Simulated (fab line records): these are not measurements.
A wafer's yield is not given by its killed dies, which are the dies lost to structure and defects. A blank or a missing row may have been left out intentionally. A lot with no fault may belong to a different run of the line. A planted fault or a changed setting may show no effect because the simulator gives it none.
fab line records	flow nand-harc
[record] lots = 5	wafers = 15	last-day = 25
route steps=1159 shown A_WL_FILL@813 END@1159
lots that met no fault: from a run of the same line without faults
start-h: start of the lot's first displayed wafer, in hours after the record's first day	wait-h: time in hours since the lot's previous step	" same as the row above	L1.1+2: several wafers, shown together as one row	- value missing, or start not given	* or withheld: withheld	< > ~ a bound
route shown NAME@n: NAME is a module with steps in the file, n the number in the route of the first one	usual: mean/standard deviation taken from wafers without a fault	same: alike in all rows	chamber/n: place in a boat	sites: readings site by site	_std_site: standard deviation of those values	_edge_site: outer sites' mean less inner sites'	radius-mm: for every site, how far away it sits from the centre of the wafer	mask NAME#n: copy n	behind: the tool/chamber that last shaped the wafer	hold: what put the lot on hold/how long, in hours/how the hold closed	device: the n, p or np transistor that did not switch	end of line: the same wafers' tests at the end of the route	where a step has no rows: the recipe by itself	killed: at the first sort, the dies lost to defects and structure; wafer yield is something else	map: dies across one wafer; x = killed, . = not, _ = none there
set.NAME: setting as actually run; set.NAME@STEP: the setting as run at that earlier step	model.NAME: the simulator's own value behind a step, which no gauge read
a table for each step, a row for each wafer; lots at some steps of the route
services: a tool's chamber out of use, with start hour (start-h, from the record's first day; less than 0 if before it), hours out, and reason
[[steps]]
[step NHARC_A_WL_FILL_CVD_03]
[recipe] target-thk-a = 400	temp-c = 300	pressure-torr = 40	wf6-flow-sccm = 40	h2-flow-sccm = 1600	ar-flow-sccm = 1560	time-s = 3302	material = W
[step NHARC_A_WL_FILL_ETCHBACK_04]
[recipe] target-depth-a = 600	time-s = 120	chemistry = NF3
[step NHARC_A_WL_FILL_ETCHBACK_05]
[recipe] target-depth-a = 220	time-s = 60	temp-c = 40	chemistry = Cl2/BCl3
[usual] drypump-motor-current-A = 5.8/0.43	oes-product-au = 1.000/0.011	run-length-s = 81.2/0.46
[same] time-s = 60
lot.wafer	tool	chamber	start-h	wait-h	drypump-motor-current-A	oes-product-au	rf-hours-counter-h	run-length-s
L542.4	rie-metal-02	0	348.39	0.1	5.1	1.017	-	82.3
L542.6	"	0	"	"	5.1	1.001	-	82.4
L542.5	"	1	"	"	5.5	1.000	-	80.6
L539.1	rie-metal-03	0	356.48	0.2	6.5	1.005	2.1	81.3
L539.4	"	0	"	"	6.5	0.999	-	81.5
L539.3	"	1	"	"	6.0	1.015	-	81.0
L553.2	rie-metal-02	1	406.26	0.2	5.5	0.983	0.4	81.3
L553.3	"	0	"	"	5.1	1.013	-	82.5
L553.4	"	1	"	"	5.5	0.985	-	80.5
L559.1	rie-metal-03	0	463.71	0.4	6.5	1.021	0.3	81.0
L559.2	"	0	"	"	6.5	1.021	-	81.2
L559.6	"	0	"	"	6.5	1.016	-	81.6
L561.4	rie-metal-02	1	471.76	0.2	5.5	0.985	-	80.6
L561.6	"	1	"	"	5.5	0.992	-	80.8
L561.5	"	0	"	"	5.1	1.009	-	81.9
[step NHARC_A_WL_FILL_STRIP_27]
[recipe] power-w = 1500	temp-c = 250	time-s = 20	chemistry = N2/H2
[usual] drypump-motor-current-A = 5.9/0.33	heater-power-w = 324/23	rf-refl-power-W = 24/5.4
[same] time-s = 20
lot.wafer	tool	chamber	start-h	wait-h	drypump-motor-current-A	heater-power-w	rf-hours-counter-h	rf-refl-power-W
L542.4	plasma-asher-01	0	348.68	0.3	6.4	336	-	30
L542.6	"	0	"	"	6.4	343	-	29
L542.5	"	1	"	"	5.9	339	-	26
L539.1	plasma-asher-01	1	356.65	0.2	5.9	336	26	-
L539.3	"	0	"	"	6.4	352	-	-
L539.4	"	1	"	"	5.9	331	-	-
L553.2	plasma-asher-02	1	406.41	0.1	6.0	340	7	-
L553.4	"	0	"	"	5.5	289	-	-
L553.3	"	1	"	"	6.0	341	-	-
L559.2	plasma-asher-02	0	463.92	0.2	5.4	290	28	-
L559.1	"	1	"	"	5.9	334	28	-
L559.6	"	0	"	"	5.4	282	-	-
L561.4	plasma-asher-02	1	471.94	0.2	6.0	345	-	-
L561.5	"	0	"	"	5.4	285	-	-
L561.6	"	1	"	"	6.0	334	-	-
[step NHARC_A_WL_FILL_STRIP_28]
[recipe] time-s = 1200	temp-c = 72.5	chemistry = post-etch-residue-remover
[step NHARC_A_WL_FILL_PRECLEAN_06]
[recipe] time-s = 300	chemistry = DIW
[step NHARC_A_WL_FILL_SRD_07]
[step NHARC_A_WL_FILL_ANNEAL_08]
[recipe] temp-c = 450	time-s = 1800
[step NHARC_A_WL_FILL_ALD_10]
[recipe] target-thk-a = 500	pulse-time-s = 10	ald-cycles = 500	temp-c = 300	material = SiO2
[usual] heater-power-outer-w = 256/45	heater-power-w = 459/78	precursor-pulse-height-rel = 0.998/0.019
[same] ald-cycles = 500
lot.wafer	tool	chamber	start-h	wait-h	heater-power-outer-w	heater-power-w	precursor-pulse-height-rel
L542.4	ald-hk-03	3	354.29	0.6	283	512	0.995
L542.6	"	2	355.82	2.1	316	579	0.979
L542.5	"	3	"	"	276	525	0.989
L539.4	ald-hk-03	2	359.58	0.6	319	580	0.994
L539.3	"	3	"	"	284	523	1.040
L539.1	"	0	"	"	165	291	1.009
L553.2	ald-hk-03	2	413.33	1.3	323	567	1.020
L553.3	"	0	414.37	2.4	166	297	1.000
L553.4	"	1	"	"	252	442	0.996
L559.1	ald-hk-01	3	471.42	0.6	303	531	1.002
L559.2	"	0	"	"	268	460	1.004
L559.6	"	2	472.95	2.1	230	407	0.980
L561.4	ald-hk-01	2	477.21	0.1	231	426	0.994
L561.5	"	2	479.27	2.1	228	422	1.010
L561.6	"	3	"	"	302	540	1.006
[step NHARC_A_WL_FILL_ETCHBACK_16]
[recipe] target-depth-a = 880	time-s = 17.6	c4f8-flow-sccm = withheld	o2-flow-sccm = 8	ar-flow-sccm = withheld	rf-w = 600	bias-w = 800	chemistry = C4F8/O2/Ar
[usual] oes-product-au = 0.98/0.035	rf-vpp-V = 722.4/2.7	run-length-s = 38.9/0.38
[same] time-s = 17.6
lot.wafer	tool	chamber	start-h	wait-h	oes-product-au	rf-hours-counter-h	rf-vpp-V	run-length-s
L542.4	rie-diel-08	0	-	-	1.01	3.2	725.5	38.9
L542.6	"	3	"	"	1.01	-	720.9	38.9
L542.5	"	0	"	"	1.02	-	724.7	38.9
L539.4	rie-diel-08	1	-	-	0.92	3.3	720.3	39.0
L539.1	"	3	"	"	0.92	2.6	720.9	39.2
L539.3	"	0	"	"	0.93	3.2	725.2	39.5
L553.4	rie-diel-04	3	-	-	1.00	3.0	722.7	38.2
L553.2	"	1	"	"	1.01	3.0	724.5	38.7
L553.3	"	2	"	"	1.02	2.9	727.3	38.8
L559.2	rie-diel-01	1	-	-	0.93	6.1	720.9	39.7
L559.1	"	2	"	"	0.93	6.2	719.5	38.9
L559.6	"	3	"	"	0.92	-	721.7	38.5
L561.4	rie-diel-04	0	-	-	1.02	0.1	717.3	38.5
L561.6	"	1	"	"	1.01	-	725.4	38.8
L561.5	"	2	"	"	1.01	-	728.6	38.9
[step NHARC_A_WL_FILL_STRIP_29]
[recipe] time-s = 20	o2-flow-sccm = 500	ar-flow-sccm = 0	bias-w = 0	chemistry = O2
[usual] drypump-motor-current-A = 5.6/0.46	mfc-ar-sccm = 0.008/0.012	oes-product-au = 1.005/0.0086	rf-vpp-V = 57.6/0.84	showerhead-plenum-p-Torr = 3.50/0.09	throttle-valve-pct = 17.037/0.0085
[same] time-s = 20
lot.wafer	tool	chamber	start-h	wait-h	drypump-motor-current-A	mfc-ar-sccm	oes-product-au	rf-hours-counter-h	rf-vpp-V	showerhead-plenum-p-Torr	throttle-valve-pct
L542.4	rie-diel-08	0	358.51	0.1	5.7	0	1.005	3.2	57.0	3.62	17.024
L542.6	"	3	"	"	6.5	0.036	1.010	-	57.8	3.44	17.042
L542.5	"	0	"	"	5.7	0	1.006	-	58.8	3.62	17.031
L539.4	rie-diel-08	0	363.76	0.1	5.7	0	1.008	3.2	58.8	3.62	17.037
L539.3	"	2	"	"	5.6	0.002	0.992	2.7	57.9	3.54	17.043
L539.1	"	3	"	"	6.5	0.036	1.008	2.6	57.6	3.44	17.035
L553.4	rie-diel-04	1	418.09	0.1	6.3	0.008	1.011	3.0	56.6	3.60	17.043
L553.2	"	3	"	"	5.5	0.011	0.993	3.0	58.3	3.53	17.031
L553.3	"	0	"	"	5.2	0.031	1.009	3.2	57.3	3.32	17.028
L559.1	rie-diel-01	1	475.65	0.1	6.4	0.000	0.998	6.1	58.2	3.46	17.049
L559.2	"	2	"	"	5.3	0.005	1.003	6.2	57.6	3.42	17.037
L559.6	"	3	"	"	5.3	0	0.999	-	58.7	3.46	17.058
L561.4	rie-diel-04	2	481.95	0.1	5.8	0	1.021	0.1	57.6	3.68	17.047
L561.6	"	1	"	"	6.3	0.008	1.008	-	57.8	3.60	17.043
L561.5	"	2	"	"	5.8	0	1.011	-	58.5	3.68	17.027
[step NHARC_A_WL_FILL_ETCHBACK_17]
[recipe] target-depth-a = 40	time-s = 26.7	chemistry = Cl2/BCl3
[usual] drypump-motor-current-A = 5.8/0.41	oes-product-au = 1.000/0.01	run-length-s = 47.9/0.48
lot.wafer	tool	chamber	start-h	wait-h	drypump-motor-current-A	oes-product-au	rf-hours-counter-h	run-length-s
L542.4	rie-metal-02	0	358.63	-	5.1	1.022	-	48.9
L542.5	"	0	"	"	5.1	1.024	-	48.7
L542.6	"	1	"	"	5.5	0.992	-	47.2
L539.1	rie-metal-03	0	363.86	-	6.5	0.998	2.2	48.1
L539.3	"	1	"	"	6.1	1.002	-	47.4
L539.4	"	0	"	"	6.5	1.002	-	48.0
L553.2	rie-metal-03	0	418.19	-	6.5	1.009	3.8	38.7
L553.3	"	1	"	"	6.0	0.997	-	47.9
L553.4	"	0	"	"	6.5	1.015	-	38.0
L559.2	rie-metal-02	0	475.73	-	5.1	1.019	2.6	49.0
L559.1	"	1	"	"	5.5	0.993	2.6	47.5
L559.6	"	0	"	"	5.1	1.021	-	49.0
L561.4	rie-metal-01	0	482.09	-	5.7	1.006	-	47.5
L561.5	"	1	"	"	5.7	1.003	-	48.4
L561.6	"	0	"	"	5.8	1.000	-	47.2
[step NHARC_A_WL_FILL_PRECLEAN_18]
[recipe] time-s = 30	chemistry = dHF
[step NHARC_END_SORT_01]
[recipe] temp-c = 25
[usual] killed-at-array = 28/9.1	killed-at-other = 0.6/0.87	killed-at-periphery = 3.4/2.7	killed-dies = 32/9	killed-open = 3.2/1.9	killed-short = 2.0/1.3
[same] gross-dies = 677
lot.wafer	tool	chamber	start-h	wait-h	killed-at-array	killed-at-other	killed-at-periphery	killed-dies	killed-open	killed-short
L539.1	prober-02	0	452.02	2.5	29	0	3	32	1	1
L539.3	prober-02	0	453.64	3.1	28	1	2	31	3	0
L539.4	prober-02	0	454.45	3.4	25	0	1	26	1	0
L542.4	prober-02	0	462.25	3.4	5	1	2	8	1	0
L542.5	prober-02	0	463.05	3.7	15	0	1	16	4	5
L542.6	prober-02	0	463.84	4.0	14	0	0	14	3	7
L559.1	prober-02	0	595.77	2.5	24	0	2	26	4	1
L559.2	prober-02	0	596.57	2.8	23	0	5	28	5	2
L559.6	prober-02	0	599.77	4.0	22	0	3	25	3	2
L561.4	prober-01	0	605.43	3.4	37	2	1	40	1	2
L561.5	prober-01	0	606.23	3.7	29	1	1	31	3	1
L561.6	prober-01	0	607.03	4.0	31	3	1	35	3	0
// killed by level:class
L539.1 A_CHANNEL_HOLE_D1:chamber-film-flake=11 A_SLIT:chamber-film-flake=11 A_STAIRCASE:chamber-film-flake=4 P_ZERO_WELL:chamber-film-flake=2 A_CHANNEL_HOLE_D1:geometric-particle:short=1 A_M0:geometric-particle:open=1 P_STI:chamber-film-flake=1 A_CONTACT:chamber-film-flake=1
L539.3 A_SLIT:chamber-film-flake=10 A_CONTACT:chamber-film-flake=7 A_CHANNEL_HOLE_D1:chamber-film-flake=6 P_ZERO_WELL:chamber-film-flake=2 A_ONON_D1:geometric-particle:open=1 A_CONTACT:geometric-particle:open=1 A_M1:geometric-particle:open=1 A_STAIRCASE:chamber-film-flake=1
L539.4 A_CHANNEL_HOLE_D1:chamber-film-flake=11 A_SLIT:chamber-film-flake=9 A_STAIRCASE:chamber-film-flake=2 A_CONTACT:chamber-film-flake=2 A_M0:geometric-particle:open=1 P_STI:chamber-film-flake=1
L542.4 A_M0:geometric-particle:open=1 P_STI:chamber-film-flake=1 P_GATE:chamber-film-flake=1 A_CHANNEL_HOLE_D1:chamber-film-flake=1 A_CHANNEL_FILL_D1:chamber-film-flake=1 A_STAIRCASE:chamber-film-flake=1 A_CONTACT:chamber-film-flake=1 HYBRID_BOND:latent=1
L542.5 A_WL_FILL:geometric-particle:short=3 A_CHANNEL_HOLE_D1:chamber-film-flake=3 A_CHANNEL_FILL_D1:geometric-particle:short=2 A_ZERO_WELL:chamber-film-flake=2 P_M0:geometric-particle:open=1 A_ONON_D1:geometric-particle:open=1 A_CONTACT:geometric-particle:open=1 A_M1:geometric-particle:open=1
L542.6 A_ONON_D1:geometric-particle:short=3 A_CHANNEL_FILL_D1:geometric-particle:short=2 A_CONTACT:geometric-particle:open=2 A_CHANNEL_HOLE_D1:chamber-film-flake=2 A_CHANNEL_FILL_D1:geometric-particle:open=1 A_WL_FILL:geometric-particle:short=1 A_CONTACT:geometric-particle:short=1 A_STAIRCASE:chamber-film-flake=1
L559.1 A_CHANNEL_HOLE_D1:chamber-film-flake=11 A_STAIRCASE:chamber-film-flake=4 A_ONON_D1:geometric-particle:open=2 A_CHANNEL_FILL_D1:chamber-film-flake=2 A_CONTACT:chamber-film-flake=2 P_M0:geometric-particle:open=1 P_M1:geometric-particle:open=1 A_ONON_D1:geometric-particle:short=1
L559.2 A_CHANNEL_HOLE_D1:chamber-film-flake=13 A_CHANNEL_FILL_D1:chamber-film-flake=3 A_STAIRCASE:chamber-film-flake=3 P_CONTACT:geometric-particle:open=1 P_M0:geometric-particle:open=1 P_M1:geometric-particle:open=1 P_M1:geometric-particle:short=1 A_WL_FILL:geometric-particle:short=1
L559.6 A_CHANNEL_HOLE_D1:chamber-film-flake=7 A_CONTACT:chamber-film-flake=7 A_M1:geometric-particle:short=2 A_CHANNEL_FILL_D1:chamber-film-flake=2 A_WL_FILL:chamber-film-flake=2 P_CONTACT:geometric-particle:open=1 A_SGD_CUT:geometric-particle:open=1 A_CONTACT:geometric-particle:open=1
L561.4 A_SLIT:chamber-film-flake=21 A_CHANNEL_HOLE_D1:chamber-film-flake=9 A_STAIRCASE:chamber-film-flake=3 THIN_TSV:chamber-film-flake=2 A_ONON_D1:geometric-particle:short=1 A_SGD_CUT:geometric-particle:short=1 A_BLC:geometric-particle:open=1 P_ZERO_WELL:chamber-film-flake=1
L561.5 A_SLIT:chamber-film-flake=14 A_CHANNEL_HOLE_D1:chamber-film-flake=10 A_STAIRCASE:chamber-film-flake=2 P_GATE:geometric-particle:open=1 A_SLIT:geometric-particle:open=1 A_CONTACT:geometric-particle:open=1 A_M0:geometric-particle:short=1 THIN_TSV:chamber-film-flake=1
L561.6 A_SLIT:chamber-film-flake=16 A_CHANNEL_HOLE_D1:chamber-film-flake=12 THIN_TSV:chamber-film-flake=3 P_M1:geometric-particle:open=1 A_CONTACT:geometric-particle:open=1 A_M0:geometric-particle:open=1 A_WL_FILL:chamber-film-flake=1
[[services]]
tool	chamber	start-h	hours	kind
rie-diel-04	-	331.96	0.3	repair
rie-metal-01	-	332.00	9.0	pm
rie-diel-01	-	342.49	0.3	repair
plasma-asher-02	-	349.56	30.3	repair
rie-diel-04	1	363.92	5.9	repair
rie-metal-03	1	364.47	3.0	repair
plasma-asher-02	-	379.91	9.0	pm
rie-metal-02	-	390.03	9.0	pm
rie-metal-02	0	390.03	9.0	vent-cycle
rie-metal-02	1	390.03	9.0	vent-cycle
rie-diel-01	1	394.72	2.4	repair
rie-metal-02	0	399.03	-	clean
rie-diel-04	-	404.41	1.9	repair
rie-diel-08	2	405.79	2.6	repair
rie-metal-03	0	413.35	2.3	repair
rie-metal-03	0	420.70	26.0	repair
ald-hk-01	-	427.01	1.7	repair
rie-diel-04	1	430.49	14.9	repair
rie-metal-03	-	453.00	9.0	pm
plasma-asher-01	-	453.60	9.0	pm
rie-diel-04	2	458.16	1.5	repair
rie-metal-03	1	462.35	47.6	repair
rie-diel-04	-	465.90	9.0	pm
rie-diel-08	-	478.92	9.0	pm
[[key]]
[first-sign] step = NHARC_A_WL_FILL_ETCHBACK_17	reading = run-length-s	direction = down	sigmas = 20	usual = *	struck = *
effect none on later readings
met-at NHARC_A_WL_FILL_ETCHBACK_17
struck-wafers L553.2,L553.4
tester-left-out L553
onset-between 363.86 418.19
[fault] kind = process-parameter-drift	tool = rie-metal-03	chamber = 0	onset-h = 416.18	steps = NHARC_A_WL_FILL_ETCHBACK_17	channel = time-s	offset = *	shape = step	end-h = 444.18	acts-in = *	stated = *
// tester-left-out: of these lots the tester's yield and bins aren't shown, on N5 and GAA mostly nor the transistor test; their killed dies are dies lost to structure and defects alone, not to doping, threshold or leakage, so they don't give the yield
